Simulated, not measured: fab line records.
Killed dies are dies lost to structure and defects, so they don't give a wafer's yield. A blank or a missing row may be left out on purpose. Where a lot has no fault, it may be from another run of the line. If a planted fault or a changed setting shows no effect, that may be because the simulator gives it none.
The tool behind it: which one? :: flow nand_harc :: 24 lots, 72 wafers sampled, at 4 steps of a route of 1302

WHAT THE GAUGES READ, wafer by wafer
NHARC_A_ONON_D2_THK_MEAS_08: measures by ellipsometry.
lot: L074
measured: day 12 01:17
on: film_metro-01
thk_nm (nm): 1009 1010 1008

lot: L075
measured: day 12 18:20
on: film_metro-02
thk_nm (nm): 976 976 978

lot: L077
measured: day 13 15:25
on: film_metro-02
thk_nm (nm): 1014 1013 1012

lot: L076
measured: day 13 15:32
on: film_metro-02
thk_nm (nm): 995 996 998

lot: L078
measured: day 14 06:15
on: film_metro-01
thk_nm (nm): 992 992 991

lot: L080
measured: day 14 13:20
on: film_metro-02
thk_nm (nm): 1013 1011 1011

lot: L079
measured: day 14 13:25
on: film_metro-01
thk_nm (nm): 1011 1009 1009

lot: L081
measured: day 15 12:04
on: film_metro-01
thk_nm (nm): 999 997 999

lot: L082
measured: day 15 18:27
on: film_metro-02
thk_nm (nm): 997 998 997

lot: L083
measured: day 16 00:16
on: film_metro-01
thk_nm (nm): 1003 1001 1003

lot: L085
measured: day 16 19:13
on: film_metro-01
thk_nm (nm): 1002 1004 1004

lot: L084
measured: day 16 19:17
on: film_metro-01
thk_nm (nm): 1006 1005 1005

lot: L086
measured: day 17 07:40
on: film_metro-02
thk_nm (nm): 998 999 1000

lot: L087
measured: day 17 16:00
on: film_metro-01
thk_nm (nm): 993 995 997

lot: L089
measured: day 18 15:30
on: film_metro-01
thk_nm (nm): 1013 1013 1012

lot: L088
measured: day 18 15:41
on: film_metro-02
thk_nm (nm): 1019 1019 1018

lot: L091
measured: day 19 05:22
on: film_metro-01
thk_nm (nm): 1002 1000 1001

lot: L090
measured: day 19 05:22
on: film_metro-02
thk_nm (nm): 988 988 987

lot: L092
measured: day 19 17:12
on: film_metro-02
thk_nm (nm): 1001 1003 999

lot: L093
measured: day 20 14:58
on: film_metro-02
thk_nm (nm): 993 994 994

lot: L094
measured: day 20 20:44
on: film_metro-02
thk_nm (nm): 1013 1014 1014

lot: L095
measured: day 21 07:53
on: film_metro-01
thk_nm (nm): 1008 1010 1010

lot: L096
measured: day 21 16:17
on: film_metro-01
thk_nm (nm): 992 990 991

lot: L097
measured: day 21 16:24
on: film_metro-02
thk_nm (nm): 1005 1006 1006

NHARC_A_ONON_D2_THK_MEAS_11: measures by ellipsometry.
lot: L074
measured: day 12 01:51
on: film_metro-01
thk_nm (nm): 1001 1001 999

lot: L075
measured: day 12 18:55
on: film_metro-01
thk_nm (nm): 1010 1010 1009

lot: L077
measured: day 13 15:59
on: film_metro-01
thk_nm (nm): 974 975 973

lot: L076
measured: day 13 16:06
on: film_metro-02
thk_nm (nm): 988 989 989

lot: L078
measured: day 14 06:49
on: film_metro-01
thk_nm (nm): 1005 1004 1003

lot: L080
measured: day 14 13:54
on: film_metro-02
thk_nm (nm): 1006 1007 1008

lot: L079
measured: day 14 13:59
on: film_metro-02
thk_nm (nm): 1001 1003 999

lot: L081
measured: day 15 12:38
on: film_metro-02
thk_nm (nm): 1007 1007 1005

lot: L082
measured: day 15 19:01
on: film_metro-02
thk_nm (nm): 998 1000 998

lot: L083
measured: day 16 00:50
on: film_metro-02
thk_nm (nm): 1013 1014 1013

lot: L085
measured: day 16 19:47
on: film_metro-01
thk_nm (nm): 998 1000 998

lot: L084
measured: day 16 19:52
on: film_metro-01
thk_nm (nm): 1004 1004 1004

lot: L086
measured: day 17 08:14
on: film_metro-02
thk_nm (nm): 1021 1023 1020

lot: L087
measured: day 17 16:34
on: film_metro-01
thk_nm (nm): 991 991 991

lot: L089
measured: day 18 16:04
on: film_metro-01
thk_nm (nm): 999 996 999

lot: L088
measured: day 18 16:15
on: film_metro-02
thk_nm (nm): 1000 997 997

lot: L091
measured: day 19 05:56
on: film_metro-02
thk_nm (nm): 1011 1012 1012

lot: L090
measured: day 19 05:56
on: film_metro-01
thk_nm (nm): 1000 998 1000

lot: L092
measured: day 19 17:46
on: film_metro-01
thk_nm (nm): 1011 1013 1014

lot: L093
measured: day 20 15:32
on: film_metro-01
thk_nm (nm): 996 996 995

lot: L094
measured: day 20 21:17
on: film_metro-02
thk_nm (nm): 1009 1010 1008

lot: L095
measured: day 21 08:27
on: film_metro-01
thk_nm (nm): 983 986 984

lot: L096
measured: day 21 16:51
on: film_metro-01
thk_nm (nm): 1003 1005 1003

lot: L097
measured: day 21 16:58
on: film_metro-02
thk_nm (nm): 1013 1014 1014

NHARC_A_ONON_D2_THK_MEAS_34: measures by ellipsometry.
lot: L074
measured: day 12 13:19
on: film_metro-02
thk_nm (nm): 199.7 198.7 202.0

lot: L075
measured: day 13 06:40
on: film_metro-02
thk_nm (nm): 199.2 196.5 202.6

lot: L077
measured: day 14 03:11
on: film_metro-01
thk_nm (nm): 203.1 200.9 202.3

lot: L076
measured: day 14 03:28
on: film_metro-02
thk_nm (nm): 199.6 203.2 201.6

lot: L078
measured: day 14 17:29
on: film_metro-01
thk_nm (nm): 197.6 198.4 195.1

lot: L080
measured: day 15 00:57
on: film_metro-01
thk_nm (nm): 201.7 197.1 203.5

lot: L079
measured: day 15 01:01
on: film_metro-02
thk_nm (nm): 199.5 209.0 203.5

lot: L081
measured: day 16 01:22
on: film_metro-01
thk_nm (nm): 198.6 199.9 199.2

lot: L082
measured: day 16 05:41
on: film_metro-02
thk_nm (nm): 194.6 198.0 202.0

lot: L083
measured: day 16 12:06
on: film_metro-01
thk_nm (nm): 198.7 198.7 200.5

lot: L085
measured: day 17 06:35
on: film_metro-01
thk_nm (nm): 196.6 201.8 201.5

lot: L084
measured: day 17 06:27
on: film_metro-01
thk_nm (nm): 198.2 200.2 198.5

lot: L086
measured: day 17 19:17
on: film_metro-01
thk_nm (nm): 197.0 197.7 197.0

lot: L087
measured: day 18 03:39
on: film_metro-02
thk_nm (nm): 193.0 193.0 200.6

lot: L089
measured: day 19 03:27
on: film_metro-02
thk_nm (nm): 198.9 197.2 196.3

lot: L088
measured: day 19 03:25
on: film_metro-01
thk_nm (nm): 200.0 201.6 199.6

lot: L091
measured: day 19 17:01
on: film_metro-01
thk_nm (nm): 201.7 200.0 204.3

lot: L090
measured: day 19 17:00
on: film_metro-02
thk_nm (nm): 197.8 201.6 200.3

lot: L092
measured: day 20 04:28
on: film_metro-02
thk_nm (nm): 197.4 199.1 202.4

lot: L093
measured: day 21 05:44
on: film_metro-01
thk_nm (nm): 197.8 198.1 197.5

lot: L094
measured: day 21 05:49
on: film_metro-01
thk_nm (nm): 198.7 202.0 200.8

lot: L095
measured: day 21 19:56
on: film_metro-02
thk_nm (nm): 198.9 197.7 198.6

lot: L096
measured: day 22 04:11
on: film_metro-01
thk_nm (nm): 194.5 201.6 202.4

lot: L097
measured: day 22 04:20
on: film_metro-02
thk_nm (nm): 198.4 200.6 197.8

WHAT TOOL EACH LOT RAN ON (gives the tool, then ch and the chambers of the sampled wafers, and finally the start)
lot: L074
NHARC_A_ONON_D2_DEP_33: pecvd-02 ch 0,2, day 12 12:56

lot: L075
NHARC_A_ONON_D2_DEP_33: pecvd-02 ch 0,2, day 13 06:15

lot: L077
NHARC_A_ONON_D2_DEP_33: pecvd-04 ch 0,1,2, day 14 02:55

lot: L076
NHARC_A_ONON_D2_DEP_33: pecvd-04 ch 1,2, day 14 03:08

lot: L078
NHARC_A_ONON_D2_DEP_33: pecvd-01 ch 1,2, day 14 17:04

lot: L080
NHARC_A_ONON_D2_DEP_33: pecvd-01 ch 0,1,2, day 15 00:32

lot: L079
NHARC_A_ONON_D2_DEP_33: pecvd-02 ch 0,1, day 15 00:38

lot: L081
NHARC_A_ONON_D2_DEP_33: pecvd-02 ch 0,1,2, day 16 01:00

lot: L082
NHARC_A_ONON_D2_DEP_33: pecvd-01 ch 0,1,2, day 16 05:19

lot: L083
NHARC_A_ONON_D2_DEP_33: pecvd-01 ch 0,1,2, day 16 11:44

lot: L085
NHARC_A_ONON_D2_DEP_33: pecvd-04 ch 0,1, day 17 06:06

lot: L084
NHARC_A_ONON_D2_DEP_33: pecvd-01 ch 0,1, day 17 06:08

lot: L086
NHARC_A_ONON_D2_DEP_33: pecvd-04 ch 0,1,2, day 17 18:52

lot: L087
NHARC_A_ONON_D2_DEP_33: pecvd-01 ch 0,1,2, day 18 03:14

lot: L089
NHARC_A_ONON_D2_DEP_33: pecvd-02 ch 0,1,2, day 19 03:02

lot: L088
NHARC_A_ONON_D2_DEP_33: pecvd-01 ch 1,2, day 19 03:00

lot: L091
NHARC_A_ONON_D2_DEP_33: pecvd-04 ch 0,1, day 19 16:36

lot: L090
NHARC_A_ONON_D2_DEP_33: pecvd-02 ch 0,1, day 19 16:41

lot: L092
NHARC_A_ONON_D2_DEP_33: pecvd-01 ch 0,1, day 20 04:08

lot: L093
NHARC_A_ONON_D2_DEP_33: pecvd-02 ch 0,1, day 21 05:19

lot: L094
NHARC_A_ONON_D2_DEP_33: pecvd-01 ch 0,2, day 21 05:25

lot: L095
NHARC_A_ONON_D2_DEP_33: pecvd-04 ch 0,1,2, day 21 19:37

lot: L096
NHARC_A_ONON_D2_DEP_33: pecvd-04 ch 0,1,2, day 22 03:50

lot: L097
NHARC_A_ONON_D2_DEP_33: pecvd-01 ch 0,2, day 22 03:55
- NHARC_A_ONON_D2_DEP_33: deposits SiO2, target thk 200 nm.

WHAT THE TOOLS THEMSELVES READ (means of the sampled wafers that have a number; where no wafer has one, the mark that the record gives instead)
NHARC_A_ONON_D2_DEP_33.
lot: L074
tool: pecvd-02
heater_power_w (W): 537
throttle_valve_pct (%): 15.5

lot: L075
tool: pecvd-02
heater_power_w (W): 531
throttle_valve_pct (%): 15.7

lot: L077
tool: pecvd-04
heater_power_w (W): 509
throttle_valve_pct (%): 16.2

lot: L076
tool: pecvd-04
heater_power_w (W): 504
throttle_valve_pct (%): 15.8

lot: L078
tool: pecvd-01
heater_power_w (W): 521
throttle_valve_pct (%): 15.9

lot: L080
tool: pecvd-01
heater_power_w (W): 544
throttle_valve_pct (%): 16.0

lot: L079
tool: pecvd-02
heater_power_w (W): 589
throttle_valve_pct (%): 15.5

lot: L081
tool: pecvd-02
heater_power_w (W): 537
throttle_valve_pct (%): 15.9

lot: L082
tool: pecvd-01
heater_power_w (W): 509
throttle_valve_pct (%): 16.2

lot: L083
tool: pecvd-01
heater_power_w (W): 532
throttle_valve_pct (%): 16.2

lot: L085
tool: pecvd-04
heater_power_w (W): 475
throttle_valve_pct (%): 16.1

lot: L084
tool: pecvd-01
heater_power_w (W): 539
throttle_valve_pct (%): 16.4

lot: L086
tool: pecvd-04
heater_power_w (W): 523
throttle_valve_pct (%): 16.3

lot: L087
tool: pecvd-01
heater_power_w (W): 538
throttle_valve_pct (%): 16.2

lot: L089
tool: pecvd-02
heater_power_w (W): 501
throttle_valve_pct (%): 15.6

lot: L088
tool: pecvd-01
heater_power_w (W): 497
throttle_valve_pct (%): 16.6

lot: L091
tool: pecvd-04
heater_power_w (W): 555
throttle_valve_pct (%): 15.8

lot: L090
tool: pecvd-02
heater_power_w (W): 548
throttle_valve_pct (%): 15.1

lot: L092
tool: pecvd-01
heater_power_w (W): 530
throttle_valve_pct (%): 16.9

lot: L093
tool: pecvd-02
heater_power_w (W): 509
throttle_valve_pct (%): 15.4

lot: L094
tool: pecvd-01
heater_power_w (W): 503
throttle_valve_pct (%): 15.8

lot: L095
tool: pecvd-04
heater_power_w (W): 456
throttle_valve_pct (%): 16.0

lot: L096
tool: pecvd-04
heater_power_w (W): 498
throttle_valve_pct (%): 15.8

lot: L097
tool: pecvd-01
heater_power_w (W): 467
throttle_valve_pct (%): 15.8

THE ANSWER, worked out from the rows above alone
Rule: usual is defined by the lots themselves. The widest of any qualifying gaps counts: lots, ordered by their means at a reading, are off when they make up no more than a third of the lots, leave a main group of 4 or more, and stand apart from it by 3 or more times the standard deviation of that group's means. Not used: any main group whose means are identical at the precision the tables above print for the reading. Also off: a lot with no number at a reading for which 4 or more lots have one. Where the step has rows for the other lots, those lots are counted as sound. The gauges are gone through in route order, then the tools' own readings, and for those a lot's mean is taken as printed above. At the first step where some lot is off, the reading lying furthest off is the one used; lots without a number count as furthest.
Nothing can be told from this: no lot is off at any reading shown.

WHAT THE SIMULATOR PUT IN
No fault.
